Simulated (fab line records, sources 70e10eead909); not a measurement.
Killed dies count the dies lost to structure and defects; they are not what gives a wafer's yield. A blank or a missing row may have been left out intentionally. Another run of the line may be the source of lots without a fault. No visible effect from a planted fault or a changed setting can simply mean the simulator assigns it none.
Chamber matching	flow nand-harc	cmp-03 running NHARC_P_BONDPAD_CMP_32: 4 sister chambers
The step polishes SiCN, target thk 200 nm. 4 wafers are shown with their chamber, then 8 later ones without.

== WAFERS, EACH WITH ITS CHAMBER ==
wafer	chamber	motor-current-A (A)
L614.1	2	12.8
L617.4	1	13.1
L617.6	0	12.1
L622.1	3	13.9

== WAFERS WITHOUT THEIR CHAMBER ==
wafer	motor-current-A (A)
L622.2	13.3
L622.4	13.1
L624.1	12.8
L624.2	11.5
L624.4	14.5
L628.1	12.4
L628.2	14.2
L628.6	12.0

== THE CHAMBER EACH PASSED THROUGH ==
wafer	from the rows above	in truth
L622.2	can't be placed: 1 or 2 or 3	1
L622.4	can't be placed: 1 or 2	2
L624.1	can't be placed: 2 or 1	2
L624.2	0	0
L624.4	3	3
L628.1	can't be placed: 0 or 2 or 1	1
L628.2	3	3
L628.6	0	0
Correct placement for 4 of the 8. Cannot be placed on the basis of these rows: 4; the candidates contain the true chamber in 4. 0 placed wrongly.
How it was worked out, from the rows above alone: a wafer's distance from a chamber is the root of the sum, over the readings, of the square of ((its reading less the chamber's mean) divided by the reading's scatter). The wafer belongs to the nearest chamber; if the next one is less than 2 further off, it can't be placed. Each chamber's mean is taken over the wafers shown for it. The scatter (one wafer shown for each chamber): square how far every hidden wafer sits from the nearest shown wafer, average those squares and take the square root.
